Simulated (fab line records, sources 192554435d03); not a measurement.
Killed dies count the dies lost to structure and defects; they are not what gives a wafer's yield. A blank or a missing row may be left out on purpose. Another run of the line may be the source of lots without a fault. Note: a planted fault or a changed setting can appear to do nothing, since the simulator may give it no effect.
One fault seen from 2 desks + flow n5-finfet + only its own numbers are on each desk; what lay behind them is given at the end

== THE METROLOGY DESK ==
Lot by lot, what the gauges showed, no matter which tool ran the lot: averages of those sampled wafers that carry a number. If a lot's mean is further than 4 standard deviations from the usual mean, the lot is out of limits and carries the mark OUT (the distance appears in the brackets). Shown here are 7 of its 11 readings, the ones lying furthest out on some lot.
Columns: A = DIBL_P at N5_BEOL_M4_RC_MEAS_101, usual 36.1 mV/V; B = IOFF_N at N5_BEOL_M4_RC_MEAS_101, usual 0.16 nA/um; C = ION_N at N5_BEOL_M4_RC_MEAS_101, usual 675 uA/um; D = ION_P at N5_BEOL_M4_RC_MEAS_101, usual 465 uA/um; E = SS_N at N5_BEOL_M4_RC_MEAS_101, usual 71.5 mV/dec; F = VT_N at N5_BEOL_M4_RC_MEAS_101, usual 250 mV; G = VT_P at N5_BEOL_M4_RC_MEAS_101, usual -249 mV
| lot  | first seen here | A    | B    | C   | D   | E    | F   | G    |
|------|-----------------|------|------|-----|-----|------|-----|------|
| L628 | day 5 08:16     | 38.0 | 0.15 | 667 | 467 | 71.1 | 252 | -247 |
| L630 | day 5 22:11     | 35.6 | 0.17 | 678 | 464 | 71.5 | 246 | -249 |
| L631 | day 6 02:16     | 34.4 | 0.11 | 650 | 455 | 70.9 | 256 | -251 |
| L633 | day 6 13:12     | 35.6 | 0.15 | 673 | 467 | 71.6 | 248 | -249 |
| L636 | day 7 08:35     | 38.1 | 0.19 | 678 | 472 | 71.0 | 244 | -247 |
| L637 | day 7 18:22     | 36.9 | 0.17 | 684 | 464 | 71.8 | 249 | -250 |
| L640 | day 8 06:46     | 39.6 | 0.20 | 686 | 468 | 72.4 | 246 | -248 |
| L641 | day 8 14:30     | 37.3 | 0.19 | 687 | 470 | 71.6 | 245 | -246 |
| L648 | day 10 11:52    | 37.8 | 0.16 | 672 | 453 | 71.9 | 255 | -253 |
| L650 | day 10 21:38    | 35.5 | 0.14 | 665 | 453 | 71.3 | 255 | -255 |
This desk found nothing out of limits on any of the 10 lots.

== DESK OF THE TOOL OWNER: ald-sin-03 ==
The tool's own readings at N5_MOL_CONTACT_COAG_ALD_27 (deposits SiOC, target thk 17 nm, pulse time 1.5 s, time 2720 s): means of the sampled wafers that have a number, for each lot that ran on this tool. If a lot's mean is further than 4 standard deviations from the usual mean, the lot is out of limits and carries the mark OUT (the distance appears in the brackets).
Columns: A = heater-power-w at N5_MOL_CONTACT_COAG_ALD_27, usual 820 W; B = precursor-pulse-height-rel at N5_MOL_CONTACT_COAG_ALD_27, usual 0.997; C = run-length-s at N5_MOL_CONTACT_COAG_ALD_27, usual 2769.7 s
| lot  | first seen here | A   | B     | C                        |
|------|-----------------|-----|-------|--------------------------|
| L630 | day 5 20:20     | 769 | 1.015 | 2769.7                   |
| L631 | day 6 00:24     | 787 | 1.013 | 2770.0                   |
| L636 | day 7 06:44     | 732 | 0.994 | 2617.6 (-99 or more) OUT |
| L637 | day 7 16:31     | 788 | 0.990 | 2617.6 (-99 or more) OUT |
| L640 | day 8 04:54     | 798 | 0.997 | 2465.6 (-99 or more) OUT |
This desk finds L636, L637, L640 out of limits, L636 being first, at day 7 06:44 (run-length-s at N5_MOL_CONTACT_COAG_ALD_27). L630, L631: within limits.

== TAKEN TOGETHER ==
The tool owner's desk had the chance to raise an alarm at day 7 06:44 on L636, L637, L640.
The metrology desk saw nothing out of limits.
The metrology desk has L636, L637, L640 on record, within its limits.
The lots listed all ran N5_MOL_CONTACT_COAG_ALD_27 on ald-sin-03.

== WHAT WAS PUT IN BY THE SIMULATOR ==
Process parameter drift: ald-sin-03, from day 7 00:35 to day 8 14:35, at N5_MOL_CONTACT_COAG_ALD_27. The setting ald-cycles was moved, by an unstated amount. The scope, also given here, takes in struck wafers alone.
Lots struck among those shown: L636, L637, L640.
Delay in hours, fault start to first out-of-limits reading, by desk: the tool owner's desk at 6.
